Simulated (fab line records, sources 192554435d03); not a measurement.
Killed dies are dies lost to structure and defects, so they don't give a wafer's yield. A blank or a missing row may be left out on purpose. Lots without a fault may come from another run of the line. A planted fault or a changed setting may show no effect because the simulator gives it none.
fab line records | flow n5_finfet
record lots=12 wafers=35 last_day=17
route steps=1938 shown BEOL_M9@1414 PASSIVATION@1936
lots that met no fault: from a run of the same line without faults
start_h: hours from the record's first day to the start of the lot's first wafer shown | wait_h: hours since the lot's step before | " the same as in the row above | L1.1+2: a row that stands for several wafers | - no value, or no start given | * or withheld: withheld | < > ~ a bound
route shown NAME@n: a module of which the file shows steps, and the number in the route of the first | usual: mean/standard deviation of fault-free wafers | same: alike in all rows | chamber/n: place in a boat | sites: the reading at each site | _std_site: their standard deviation | _edge_site: outer sites' mean less inner sites' | radius_mm: how far each site lies from the wafer's centre | mask NAME#n: copy n | behind: the tool/chamber that last shaped the wafer | hold: why the lot was held/for how many hours/how that ended | device: the transistor (n, p or np) that didn't switch | end of line: the same wafers' tests at the end of the route | a step without rows: its recipe alone | killed: dies lost to structure and defects at the first sort, not the wafer's yield | map: a wafer's dies, x killed, . not, _ none there
set.NAME: the setting as run; set.NAME@STEP: as run at that earlier step | model.NAME: the simulator's own value behind a step, which no gauge read
steps of the route over a sample of lots; a table a step, a row a wafer
services: from which hour (start_h, from the record's first day; less than 0 if before it) a tool's chamber was out of use, for how many hours, and why
## steps
# step N5_BEOL_M9_CD_MEAS_11
# recipe target_cd_nm=64.1 landing_energy_ev=500 detector=se_inlens polarity=opening
# usual cd_nm=64.0/0.61
# columns lot.wafer tool chamber start_h wait_h cd_nm
L129.3 cd_sem-02 0 201.50 - 64.6
L129.4 " 0 " " 63.9
L129.6 " 0 " " 63.8
L128.3 cd_sem-02 0 201.75 - 63.8
L128.5 " 0 " " 64.0
L128.6 " 0 " " 64.2
L130.3 cd_sem-01 0 218.62 - 63.5
L130.4 " 0 " " 63.8
L130.6 " 0 " " 63.6
L134.1 cd_sem-02 0 236.77 - 63.2
L134.2 " 0 " " 63.4
L134.4 " 0 " " 63.2
L133.1 cd_sem-03 0 240.15 - 64.1
L133.3 " 0 " " 63.2
L133.5 " 0 " " 63.5
L135.2 cd_sem-01 0 245.90 - 65.0
L135.5 " 0 " " 64.9
L135.6 " 0 " " 64.5
L137.3 cd_sem-03 0 260.75 - 62.5
L137.4 " 0 " " 63.8
L138.3 cd_sem-02 0 270.12 - 64.5
L138.4 " 0 " " 63.3
L138.6 " 0 " " 63.6
L139.2 cd_sem-03 0 273.74 - 63.3
L139.4 " 0 " " 63.3
L139.5 " 0 " " 64.5
L147.2 cd_sem-02 0 321.41 - 65.0
L147.4 " 0 " " 64.9
L147.5 " 0 " " 64.4
L150.2 cd_sem-02 0 339.09 - 63.1
L150.4 " 0 " " 64.2
L150.5 " 0 " " 63.8
L151.1 cd_sem-01 0 340.48 - 63.1
L151.3 " 0 " " 63.6
L151.5 " 0 " " 63.8
# step N5_BEOL_M9_STRIP_19
# recipe chemistry=O2 power_w=400 temp_c=40 pressure_mtorr=30 rf_frequency_hz=6e+07 bias_power_w=0 overash_fraction=0.2 o2_flow_sccm=225
# usual drypump_motor_current_A=5.7/0.4 o2_flow_sccm=225.1/0.65 oes_product_au=0.77/0.1 rf_vpp_V=3.7/0.57 showerhead_plenum_p_Torr=2.09/0.062 temp_c=40.02/0.12 throttle_valve_pct=16.76/0.27
# columns lot.wafer tool chamber start_h wait_h drypump_motor_current_A o2_flow_sccm oes_product_au rf_hours_counter_h rf_vpp_V showerhead_plenum_p_Torr temp_c throttle_valve_pct
L129.3 rie_diel-01 2 202.11 0.2 6.3 224.9 0.73 171 3.2 2.11 39.92 16.93
L129.4 " 2 " " 6.3 225.5 0.72 - 4.1 2.11 39.93 16.91
L129.6 " 1 " " 6.0 225.1 0.88 - 3.2 2.12 40.03 16.19
L128.3 rie_diel-03 3 202.36 0.2 5.3 225.4 0.74 187 3.6 2.19 39.92 16.99
L128.5 " 3 " " 5.2 225.5 0.74 - 3.2 2.19 39.87 16.98
L128.6 " 2 " " 5.5 225.1 0.73 - 3.8 2.01 40.21 16.96
L130.3 rie_diel-01 3 219.09 0.1 5.8 225.6 0.72 191 4.6 2.02 39.93 16.76
L130.4 " 2 " " 6.3 226.1 0.72 - 3.0 2.11 39.93 16.94
L130.6 " 3 " " 5.8 226.1 0.73 - 3.4 2.02 40.09 16.77
L134.1 rie_diel-01 2 237.26 0.1 6.2 225.1 0.71 184 3.7 2.10 40.17 16.94
L134.2 " 1 " " 6.0 224.6 0.86 48 4.0 2.11 40.08 16.22
L134.4 " 3 " " 5.8 224.5 0.71 196 3.0 2.02 39.99 16.80
L133.1 rie_diel-01 1 240.70 0.1 6.0 224.7 0.87 49 3.6 2.11 40.02 16.24
L133.3 " 2 " " 6.3 226.9 0.71 186 3.0 2.10 40.10 16.94
L133.5 " 1 " " 6.0 224.7 0.87 - 2.6 2.11 39.99 16.21
L135.2 rie_diel-04 1 246.49 0.1 6.0 225.0 0.93 23 4.0 2.05 40.18 16.41
L135.5 " 1 " " 6.1 224.6 0.93 - 3.9 2.05 40.13 16.41
L135.6 " 0 " " 4.7 224.5 0.67 - 4.2 2.00 40.25 16.96
L137.3 rie_diel-01 2 261.31 0.1 6.3 226.1 0.71 191 3.5 2.10 39.89 16.94
L137.4 " 3 " " 5.8 225.1 0.71 204 3.5 2.01 39.95 16.79
L138.3 rie_diel-03 3 270.60 0.1 5.2 225.7 0.72 208 4.2 2.18 40.00 17.01
L138.4 " 0 " " 5.7 223.9 0.71 174 3.9 2.18 39.81 17.00
L138.6 " 0 " " 5.7 224.8 0.71 - 3.4 2.18 39.87 17.00
L139.2 rie_diel-01 3 274.21 0.1 5.8 225.6 0.70 208 3.9 2.01 39.96 16.79
L139.4 " 2 " " 6.2 225.7 0.70 195 3.5 2.10 39.86 16.95
L139.5 " 0 " " 5.3 224.5 0.93 - 4.2 2.15 40.02 16.75
L147.2 rie_diel-03 0 321.88 0.1 5.7 225.4 0.69 191 3.5 2.17 39.97 17.03
L147.4 " 1 " " 5.8 225.6 0.70 227 4.7 2.09 39.93 16.97
L147.5 " 1 " " 5.7 225.8 0.70 - 2.3 2.09 39.94 16.97
L150.2 rie_diel-01 1 339.56 0.1 6.0 224.6 0.82 82 3.9 2.10 40.14 16.30
L150.4 " 0 " " 5.3 225.7 0.90 41 3.6 2.15 40.03 16.81
L150.5 " 0 " " 5.3 225.6 0.90 - 3.4 2.15 39.91 16.75
L151.1 rie_diel-01 0 340.98 0.1 5.3 225.6 0.89 41 3.3 2.15 40.10 16.80
L151.3 " 3 " " 5.8 225.9 0.69 229 2.9 2.01 40.28 16.84
L151.5 " 3 " " 5.8 225.3 0.69 - 2.5 2.01 39.92 16.84
# step N5_BEOL_M9_COAT_22
# recipe resist=CAR-EUV spin_rpm=1500 resist_thk_nm=30
# usual dispense_pressure_kPa=50.0/1.5 spin_speed_rpm=1500.1/0.95
# columns lot.wafer tool chamber start_h wait_h dispense_pressure_kPa spin_speed_rpm
L129.3 litho_track-03 0 203.39 - 48.0 1499.6
L129.4 " 0 " " 48.0 1500.1
L129.6 " 0 " " 48.0 1500.3
L128.3 litho_track-04 0 203.53 - 51.1 1499.0
L128.5 " 0 " " 51.1 1499.4
L128.6 " 0 " " 51.1 1499.3
L130.3 litho_track-01 0 219.21 - 51.0 1500.4
L130.4 " 0 " " 51.0 1500.5
L130.6 " 0 " " 51.0 1502.8
L134.1 litho_track-04 0 238.64 - 51.1 1498.8
L134.2 " 0 " " 51.1 1499.4
L134.4 " 0 " " 51.1 1498.0
L133.1 litho_track-04 0 241.03 - 51.1 1499.6
L133.3 " 0 " " 51.2 1499.7
L133.5 " 0 " " 51.2 1501.5
L135.2 litho_track-01 0 247.71 - 51.0 1499.6
L135.5 " 0 " " 51.0 1499.4
L135.6 " 0 " " 51.0 1500.1
L137.3 litho_track-01 0 262.15 - 50.9 1497.6
L137.4 " 0 " " 51.0 1498.1
L138.3 litho_track-03 0 270.71 - 47.9 1499.6
L138.4 " 0 " " 47.9 1501.4
L138.6 " 0 " " 47.9 1499.7
L139.2 litho_track-01 0 275.27 - 50.9 1501.7
L139.4 " 0 " " 51.0 1500.1
L139.5 " 0 " " 50.9 1499.2
L147.2 litho_track-03 0 323.54 - 47.9 1499.6
L147.4 " 0 " " 47.9 1501.6
L147.5 " 0 " " 47.9 1499.8
L150.2 litho_track-03 0 340.00 - 47.8 1466.5
L150.4 " 0 " " 47.8 1464.6
L150.5 " 0 " " 47.9 1465.1
L151.1 litho_track-03 0 341.32 - 47.9 1465.7
L151.3 " 0 " " 47.8 1464.4
L151.5 " 0 " " 47.9 1464.7
# step N5_BEOL_M9_INSPECT_30
# recipe mode=adi inspect_instrument=brightfield
# usual raw_defect_count=433/86
# columns lot.wafer tool chamber start_h wait_h raw_defect_count
L129.3 defect_inspect-01 - 203.74 0.0 648
L129.4 " - " " 540
L129.6 " - " " 437
L128.3 defect_inspect-02 - 204.00 0.0 550
L128.5 " - " " 336
L128.6 " - " " 366
L130.3 defect_inspect-02 - 219.57 0.1 523
L130.4 " - " " 463
L130.6 " - " " 386
L134.1 defect_inspect-02 - 238.99 0.1 584
L134.2 " - " " 439
L134.4 " - " " 373
L133.1 defect_inspect-01 - 241.38 0.1 593
L133.3 " - " " 592
L133.5 " - " " 519
L135.2 defect_inspect-01 - 248.06 0.0 410
L135.5 " - " " 462
L135.6 " - " " 566
L137.3 defect_inspect-02 - 262.66 0.0 453
L137.4 " - " " 322
L138.3 defect_inspect-02 - 271.06 0.0 347
L138.4 " - " " 323
L138.6 " - " " 402
L139.2 defect_inspect-02 - 275.62 0.0 395
L139.4 " - " " 551
L139.5 " - " " 407
L147.2 defect_inspect-01 - 323.89 0.0 391
L147.4 " - " " 340
L147.5 " - " " 494
L150.2 defect_inspect-02 - 340.37 0.0 478
L150.4 " - " " 535
L150.5 " - " " 388
L151.1 defect_inspect-01 - 341.67 0.1 545
L151.3 " - " " 422
L151.5 " - " " 383
# step N5_PASSIVATION_PROBE_49
# usual defect_limited_yield=90.9/1.5 killed_at_M0_to_M3=36/9.9 killed_at_M4_up=13/4.5 killed_at_contacts=13/6.4 killed_at_front_end=42/12 killed_at_other=3.4/3 killed_dies=107/18 killed_on_rim=14/4.3 killed_open=69/13 killed_short=35/8.2 sort_bin_5_function=5.3/1.1 sort_bin_6_memory=3.4/0.69 sort_n_pass=1073/18 sort_yield_pct=90.9/1.5
# same gross_dies=1180 killed_at_back_side=0 sort_bin_4_leakage[%]=0 sort_bin_8_speed[%]=0
# columns lot.wafer tool chamber start_h wait_h defect_limited_yield[%] killed_at_M0_to_M3 killed_at_M4_up killed_at_contacts killed_at_front_end killed_at_other killed_dies killed_on_rim killed_open killed_short sort_bin_5_function[%] sort_bin_6_memory[%] sort_n_pass sort_yield_pct[%]
L128.3 prober-02 - 258.70 0.1 90.3 37 14 16 47 1 115 10 77 33 5.2 4.2 1065 90.3
L128.5 prober-02 - 258.80 0.2 89.4 43 9 20 49 4 125 19 87 38 6.6 3.7 1055 89.4
L128.6 prober-02 - 258.85 0.3 88.2 60 14 11 51 3 139 16 88 48 6.8 4.2 1041 88.2
L129.3 prober-01 - 258.70 0.1 92.0 44 7 9 31 3 94 9 58 34 4.6 3.1 1086 92.0
L129.4 prober-01 - 258.75 0.2 89.8 48 9 24 37 2 120 15 79 39 5.8 3.9 1060 89.8
L129.6 prober-01 - 258.85 0.3 91.2 38 19 12 33 2 104 8 67 37 4.8 3.5 1076 91.2
L130.3 prober-01 - 275.61 0.1 89.8 50 13 6 46 5 120 12 67 52 6.4 3.4 1060 89.8
L130.4 prober-01 - 275.66 0.2 90.4 34 12 15 41 11 113 9 63 50 5.9 3.3 1067 90.4
L130.6 prober-01 - 275.76 0.3 89.2 46 13 12 53 3 127 7 66 53 4.6 5.1 1053 89.2
L133.1 prober-01 - 298.72 0.0 90.8 31 14 11 51 1 108 15 67 41 4.3 4.5 1072 90.8
L133.3 prober-01 - 298.82 0.1 91.1 38 17 7 40 3 105 13 69 30 4.7 3.5 1075 91.1
L133.5 prober-01 - 298.92 0.2 90.7 26 11 15 56 2 110 16 71 38 4.8 4.3 1070 90.7
L134.1 prober-02 - 305.99 0.0 91.4 31 15 16 39 0 101 9 74 27 4.9 3.5 1079 91.4
L134.2 prober-02 - 306.04 0.1 91.2 23 15 21 43 2 104 12 68 32 4.6 3.8 1076 91.2
L134.4 prober-02 - 306.14 0.2 90.7 26 13 15 52 4 110 17 65 43 5.5 3.6 1070 90.7
L135.2 prober-02 - 308.03 0.1 88.1 43 10 19 66 3 141 20 91 47 7.5 3.6 1039 88.1
L135.5 prober-02 - 308.18 0.2 86.6 60 12 17 66 3 158 25 99 57 8.1 4.8 1022 86.6
L135.6 prober-02 - 308.23 0.3 89.0 43 5 12 65 5 130 13 77 53 6.7 4.2 1050 89.0
L137.3 prober-01 - 317.85 0.1 92.0 30 8 9 40 7 94 9 69 25 4.7 3.0 1086 92.0
L137.4 prober-01 - 317.90 0.2 89.7 28 11 7 69 7 122 12 74 48 5.8 4.2 1058 89.7
L138.3 prober-02 - 331.68 0.1 91.9 22 15 14 43 1 95 18 62 28 5.3 2.5 1085 91.9
L138.4 prober-02 - 331.73 0.2 91.6 24 14 3 56 2 99 8 63 34 4.6 3.6 1081 91.6
L138.6 prober-02 - 331.83 0.3 87.4 47 20 9 70 3 149 17 94 50 7.4 4.7 1031 87.4
L139.2 prober-01 - 333.62 0.1 92.1 34 17 9 32 1 93 9 52 34 4.2 3.1 1087 92.1
L139.4 prober-01 - 333.72 0.2 92.5 43 10 4 29 2 88 13 58 30 4.2 3.1 1092 92.5
L139.5 prober-01 - 333.77 0.2 91.8 27 3 11 53 3 97 11 57 39 4.4 3.6 1083 91.8
L147.2 prober-01 - 376.86 0.8 91.1 31 10 15 46 3 105 12 73 28 4.8 3.8 1075 91.1
L147.4 prober-01 - 376.96 0.9 90.8 31 14 6 53 4 108 14 66 41 4.9 3.6 1072 90.8
L147.5 prober-01 - 377.01 1.0 87.7 40 14 18 72 1 145 20 102 41 7.8 4.0 1035 87.7
L150.2 prober-02 - 394.99 0.1 91.9 29 9 22 35 1 96 8 62 31 4.6 3.2 1084 91.9
L150.4 prober-02 - 395.09 0.2 89.5 48 9 16 45 6 124 15 84 39 6.2 4.1 1056 89.5
L150.5 prober-02 - 395.14 0.2 91.4 36 6 26 31 3 102 13 68 31 5.3 3.1 1078 91.4
L151.1 prober-02 - 407.23 0.0 89.2 38 12 23 47 7 127 10 84 40 6.9 3.7 1053 89.2
L151.3 prober-02 - 407.33 0.1 89.5 44 11 19 47 3 124 15 88 31 5.9 4.3 1056 89.5
L151.5 prober-02 - 407.43 0.2 91.3 36 19 13 34 1 103 15 71 28 4.8 3.8 1077 91.3
# killed by level:class
L128.3 MOL_CONTACT_COAG:geometric_particle:open=14 FIN_SAQP:geometric_particle:open=13 STI_FIN_REVEAL:geometric_particle:open=10 BEOL_M2:geometric_particle:open=9 FIN_SAQP:geometric_particle:short=7 BEOL_M3:geometric_particle:open=7 STI_FIN_REVEAL:geometric_particle:short=5 BEOL_M0_SAQP:geometric_particle:open=5
L129.3 BEOL_M0_SAQP:geometric_particle:short=12 BEOL_M0_SAQP:geometric_particle:open=11 MOL_CONTACT_COAG:geometric_particle:open=9 FIN_SAQP:geometric_particle:short=8 FIN_SAQP:geometric_particle:open=8 BEOL_M1:geometric_particle:open=7 BEOL_M2:geometric_particle:open=5 STI_FIN_REVEAL:geometric_particle:open=4
L129.4 MOL_CONTACT_COAG:geometric_particle:open=19 BEOL_M0_SAQP:geometric_particle:short=16 BEOL_M0_SAQP:geometric_particle:open=14 STI_FIN_REVEAL:geometric_particle:open=9 FIN_SAQP:geometric_particle:open=7 BEOL_M2:geometric_particle:open=7 STARTING-WAFER:geometric_particle:short=6 FIN_SAQP:geometric_particle:short=5
L128.5 STI_FIN_REVEAL:geometric_particle:open=16 MOL_CONTACT_COAG:geometric_particle:open=16 BEOL_M2:geometric_particle:open=13 FIN_SAQP:geometric_particle:short=8 FIN_SAQP:geometric_particle:open=8 BEOL_M1:geometric_particle:open=7 BEOL_M0_SAQP:geometric_particle:open=6 BEOL_M0_SAQP:geometric_particle:short=6
L128.6 FIN_SAQP:geometric_particle:open=18 BEOL_M0_SAQP:geometric_particle:open=13 FIN_SAQP:geometric_particle:short=10 BEOL_M2:geometric_particle:open=10 BEOL_M0_SAQP:geometric_particle:short=8 MOL_CONTACT_COAG:geometric_particle:open=8 BEOL_M3:geometric_particle:open=7 BEOL_M0:geometric_particle:short=6
L129.6 BEOL_M0_SAQP:geometric_particle:short=15 MOL_CONTACT_COAG:geometric_particle:open=10 BEOL_M0_SAQP:geometric_particle:open=9 FIN_SAQP:geometric_particle:short=8 FIN_SAQP:geometric_particle:open=7 STI_FIN_REVEAL:geometric_particle:open=6 BEOL_M1:geometric_particle:open=6 BEOL_M4:geometric_particle:open=4
L130.3 BEOL_M0_SAQP:geometric_particle:short=17 FIN_SAQP:geometric_particle:short=12 BEOL_M0_SAQP:geometric_particle:open=12 BEOL_M2:geometric_particle:open=9 FIN_SAQP:geometric_particle:open=8 DUMMY_GATE:geometric_particle:open=5 MOL_CONTACT_COAG:geometric_particle:open=5 ILD0:geometric_particle:short=4
L130.4 MOL_CONTACT_COAG:geometric_particle:open=12 BEOL_M0_SAQP:geometric_particle:open=9 BEOL_M0_SAQP:geometric_particle:short=8 FIN_SAQP:geometric_particle:short=7 FIN_SAQP:geometric_particle:open=6 BEOL_M4:geometric_particle:open=6 STI_FIN_REVEAL:geometric_particle:open=5 GATE_CUT:geometric_particle:short=5
L130.6 BEOL_M0_SAQP:geometric_particle:open=14 BEOL_M0_SAQP:geometric_particle:short=12 FIN_SAQP:geometric_particle:short=10 MOL_CONTACT_COAG:geometric_particle:open=10 FIN_SAQP:geometric_particle:open=9 HKMG_FIN:area_etch=8 GATE_CUT:geometric_particle:short=6 BEOL_M4:geometric_particle:short=5
L133.1 FIN_SAQP:geometric_particle:open=13 FIN_SAQP:geometric_particle:short=12 MOL_CONTACT_COAG:geometric_particle:open=10 STI_FIN_REVEAL:geometric_particle:open=7 BEOL_M2:geometric_particle:short=6 BEOL_M1:geometric_particle:open=5 BEOL_M2:geometric_particle:open=5 BEOL_M0_SAQP:geometric_particle:short=4
L133.3 FIN_SAQP:geometric_particle:open=13 BEOL_M0_SAQP:geometric_particle:open=11 BEOL_M4:geometric_particle:open=7 FIN_SAQP:geometric_particle:short=6 BEOL_M1:geometric_particle:open=6 BEOL_M0_SAQP:geometric_particle:short=5 BEOL_M2:geometric_particle:open=5 DUMMY_GATE:geometric_particle:short=4
L133.5 FIN_SAQP:geometric_particle:open=17 MOL_CONTACT_COAG:geometric_particle:open=13 FIN_SAQP:geometric_particle:short=12 STI_FIN_REVEAL:geometric_particle:open=8 BEOL_M2:geometric_particle:open=6 DUMMY_GATE:geometric_particle:open=5 BEOL_M1:geometric_particle:open=4 BEOL_M1:geometric_particle:short=4
L134.1 MOL_CONTACT_COAG:geometric_particle:open=14 FIN_SAQP:geometric_particle:open=11 STI_FIN_REVEAL:geometric_particle:open=8 BEOL_M0_SAQP:geometric_particle:open=8 BEOL_M0_SAQP:geometric_particle:short=7 FIN_SAQP:geometric_particle:short=6 GATE_CUT:geometric_particle:short=6 BEOL_M3:geometric_particle:open=6
L134.2 MOL_CONTACT_COAG:geometric_particle:open=16 FIN_SAQP:geometric_particle:open=10 FIN_SAQP:geometric_particle:short=9 BEOL_M0_SAQP:geometric_particle:open=8 STI_FIN_REVEAL:geometric_particle:open=6 MOL_CONTACT_COAG:geometric_particle:short=5 BEOL_M4:geometric_particle:open=5 BEOL_M8:geometric_particle:open=5
L134.4 FIN_SAQP:geometric_particle:open=12 FIN_SAQP:geometric_particle:short=11 MOL_CONTACT_COAG:geometric_particle:open=10 GATE_CUT:geometric_particle:short=8 BEOL_M4:geometric_particle:open=7 GATE_CUT:geometric_particle:open=6 BEOL_M0_SAQP:geometric_particle:short=6 BEOL_M0_SAQP:geometric_particle:open=6
L135.2 STI_FIN_REVEAL:geometric_particle:open=18 DUMMY_GATE:geometric_particle:open=13 MOL_CONTACT_COAG:geometric_particle:open=12 FIN_SAQP:geometric_particle:open=11 BEOL_M3:geometric_particle:open=9 MOL_CONTACT_COAG:geometric_particle:short=7 BEOL_M1:geometric_particle:open=7 BEOL_M2:geometric_particle:short=6
L135.5 STI_FIN_REVEAL:geometric_particle:open=18 MOL_CONTACT_COAG:geometric_particle:open=13 BEOL_M2:geometric_particle:open=11 BEOL_M3:geometric_particle:open=11 BEOL_M0_SAQP:geometric_particle:short=11 FIN_SAQP:geometric_particle:open=10 BEOL_M2:geometric_particle:short=9 STI_FIN_REVEAL:geometric_particle:short=8
L135.6 FIN_SAQP:geometric_particle:open=16 BEOL_M0_SAQP:geometric_particle:short=15 BEOL_M0_SAQP:geometric_particle:open=13 FIN_SAQP:geometric_particle:short=11 STI_FIN_REVEAL:geometric_particle:open=11 MOL_CONTACT_COAG:geometric_particle:open=9 BEOL_M2:geometric_particle:open=6 DUMMY_GATE:geometric_particle:open=5
L137.3 FIN_SAQP:geometric_particle:short=12 BEOL_M2:geometric_particle:open=11 BEOL_M3:geometric_particle:open=10 MOL_CONTACT_COAG:geometric_particle:open=7 FIN_SAQP:geometric_particle:open=6 STI_FIN_REVEAL:geometric_particle:open=6 ILD0:geometric_particle:open=5 BEOL_M0_SAQP:geometric_particle:open=4
L137.4 FIN_SAQP:geometric_particle:short=20 FIN_SAQP:geometric_particle:open=13 STI_FIN_REVEAL:geometric_particle:open=11 BEOL_M1:geometric_particle:open=7 GATE_CUT:geometric_particle:short=6 STARTING-WAFER:geometric_particle:short=5 BEOL_M0_SAQP:geometric_particle:open=5 MOL_CONTACT_COAG:geometric_particle:open=5
L138.3 FIN_SAQP:geometric_particle:open=12 MOL_CONTACT_COAG:geometric_particle:open=11 BEOL_M3:geometric_particle:open=8 DUMMY_GATE:geometric_particle:open=5 GATE_CUT:geometric_particle:short=5 BEOL_M4:geometric_particle:open=5 DUMMY_GATE:geometric_particle:short=4 BEOL_M0_SAQP:geometric_particle:short=4
L138.4 FIN_SAQP:geometric_particle:open=21 FIN_SAQP:geometric_particle:short=18 BEOL_M1:geometric_particle:open=9 BEOL_M2:geometric_particle:open=5 DUMMY_GATE:geometric_particle:open=4 GATE_CUT:geometric_particle:short=4 BEOL_M4:geometric_particle:open=4 GATE_CUT:geometric_particle:open=3
L138.6 FIN_SAQP:geometric_particle:open=17 BEOL_M3:geometric_particle:open=16 FIN_SAQP:geometric_particle:short=9 BEOL_M0_SAQP:geometric_particle:short=8 BEOL_M1:geometric_particle:open=8 DUMMY_GATE:geometric_particle:open=8 GATE_CUT:geometric_particle:short=7 STI_FIN_REVEAL:geometric_particle:open=7
L139.2 BEOL_M0_SAQP:geometric_particle:short=12 BEOL_M1:geometric_particle:open=11 MOL_CONTACT_COAG:geometric_particle:open=8 DUMMY_GATE:geometric_particle:open=6 FIN_SAQP:geometric_particle:open=4 STI_FIN_REVEAL:geometric_particle:open=4 DUMMY_GATE:geometric_particle:short=4 BEOL_M0_SAQP:geometric_particle:open=4
L139.4 BEOL_M1:geometric_particle:open=11 FIN_SAQP:geometric_particle:open=10 FIN_SAQP:geometric_particle:short=9 BEOL_M0_SAQP:geometric_particle:short=9 BEOL_M2:geometric_particle:open=7 BEOL_M0_SAQP:geometric_particle:open=6 BEOL_M3:geometric_particle:open=6 DUMMY_GATE:geometric_particle:open=4
L139.5 FIN_SAQP:geometric_particle:short=12 STI_FIN_REVEAL:geometric_particle:open=11 DUMMY_GATE:geometric_particle:open=9 BEOL_M0_SAQP:geometric_particle:open=9 MOL_CONTACT_COAG:geometric_particle:open=8 BEOL_M0_SAQP:geometric_particle:short=8 BEOL_M1:geometric_particle:open=6 FIN_SAQP:geometric_particle:open=4
L147.2 BEOL_M1:geometric_particle:open=15 FIN_SAQP:geometric_particle:open=14 MOL_CONTACT_COAG:geometric_particle:open=11 FIN_SAQP:geometric_particle:short=8 STI_FIN_REVEAL:geometric_particle:open=8 GATE_CUT:geometric_particle:short=6 BEOL_M2:geometric_particle:open=6 BEOL_M4:geometric_particle:open=6
L147.4 FIN_SAQP:geometric_particle:short=13 FIN_SAQP:geometric_particle:open=9 STI_FIN_REVEAL:geometric_particle:open=9 BEOL_M4:geometric_particle:open=9 BEOL_M1:geometric_particle:open=7 GATE_CUT:geometric_particle:short=6 MOL_CONTACT_COAG:geometric_particle:open=6 DUMMY_GATE:geometric_particle:open=5
L147.5 STI_FIN_REVEAL:geometric_particle:open=24 FIN_SAQP:geometric_particle:short=14 FIN_SAQP:geometric_particle:open=13 MOL_CONTACT_COAG:geometric_particle:open=13 BEOL_M3:geometric_particle:open=10 BEOL_M1:geometric_particle:open=9 GATE_CUT:geometric_particle:open=7 BEOL_M4:geometric_particle:open=6
L150.2 MOL_CONTACT_COAG:geometric_particle:open=15 FIN_SAQP:geometric_particle:open=9 FIN_SAQP:geometric_particle:short=9 BEOL_M1:geometric_particle:open=9 DUMMY_GATE:geometric_particle:open=8 MOL_CONTACT_COAG:geometric_particle:short=7 BEOL_M3:geometric_particle:open=5 BEOL_M0_SAQP:geometric_particle:short=4
L150.4 BEOL_M3:geometric_particle:open=20 FIN_SAQP:geometric_particle:open=16 MOL_CONTACT_COAG:geometric_particle:open=13 FIN_SAQP:geometric_particle:short=10 BEOL_M0_SAQP:geometric_particle:open=7 BEOL_M0_SAQP:geometric_particle:short=6 BEOL_M2:geometric_particle:open=5 ILD0:geometric_particle:short=4
L150.5 MOL_CONTACT_COAG:geometric_particle:open=23 BEOL_M0_SAQP:geometric_particle:open=11 BEOL_M2:geometric_particle:open=7 GATE_CUT:geometric_particle:short=6 FIN_SAQP:geometric_particle:short=4 FIN_SAQP:geometric_particle:open=4 STARTING-WAFER:geometric_particle:open=4 STARTING-WAFER:geometric_particle:short=4
L151.1 MOL_CONTACT_COAG:geometric_particle:open=18 FIN_SAQP:geometric_particle:open=14 BEOL_M3:geometric_particle:open=13 FIN_SAQP:geometric_particle:short=12 STI_FIN_REVEAL:geometric_particle:open=6 BEOL_M0_SAQP:geometric_particle:short=6 BEOL_M1:geometric_particle:open=6 DUMMY_GATE:geometric_particle:open=5
L151.3 MOL_CONTACT_COAG:geometric_particle:open=16 STI_FIN_REVEAL:geometric_particle:open=12 BEOL_M0_SAQP:geometric_particle:open=9 BEOL_M0:geometric_particle:open=9 BEOL_M3:geometric_particle:open=8 FIN_SAQP:geometric_particle:open=7 FIN_SAQP:geometric_particle:short=7 DUMMY_GATE:geometric_particle:open=6
L151.5 BEOL_M1:geometric_particle:open=12 STI_FIN_REVEAL:geometric_particle:open=10 MOL_CONTACT_COAG:geometric_particle:open=10 BEOL_M4:geometric_particle:open=8 BEOL_M0_SAQP:geometric_particle:open=6 BEOL_M3:geometric_particle:open=5 BEOL_M2:geometric_particle:open=5 STI_FIN_REVEAL:geometric_particle:short=4
## services
# columns tool chamber start_h hours kind
rie_diel-01 0 188.11 - clean
rie_diel-01 0 188.11 - consumable_replace:focus_ring
rie_diel-01 0 188.11 20.4 scheduled_down
rie_diel-01 0 188.11 20.4 vent_cycle
rie_diel-01 1 203.57 15.6 repair
litho_track-01 - 207.81 - consumable_replace:filter
rie_diel-04 0 241.77 2.9 repair
rie_diel-03 3 243.02 4.6 repair
rie_diel-04 3 266.66 7.7 repair
rie_diel-04 3 288.44 - clean
rie_diel-04 3 288.44 - consumable_replace:focus_ring
rie_diel-04 3 288.44 14.5 scheduled_down
rie_diel-04 3 288.44 14.5 vent_cycle
litho_track-01 - 299.16 - consumable_replace:filter
rie_diel-03 2 305.25 9.0 repair
litho_track-03 - 305.49 - consumable_replace:filter
rie_diel-01 3 312.30 7.9 repair
rie_diel-01 0 314.42 5.3 repair
rie_diel-01 0 332.02 2.5 repair
rie_diel-04 0 340.23 7.5 repair
## key
first_sign step=N5_BEOL_M9_COAT_22 reading=spin_speed_rpm direction=down sigmas=37 usual=* struck=*
effect none on later readings
met_at N5_BEOL_M9_COAT_22
struck_lots L150,L151
not_acting_at N5_BEOL_M9_CD_MEAS_11,N5_BEOL_M9_STRIP_19,N5_BEOL_M9_INSPECT_30
onset_between 323.54 340.00
fault kind=process_parameter_drift tool=litho_track-03 chamber=- onset_h=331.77 steps=N5_BEOL_M9_COAT_22 channel=spin_rpm offset=* shape=step end_h=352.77 acts_in=* stated=*
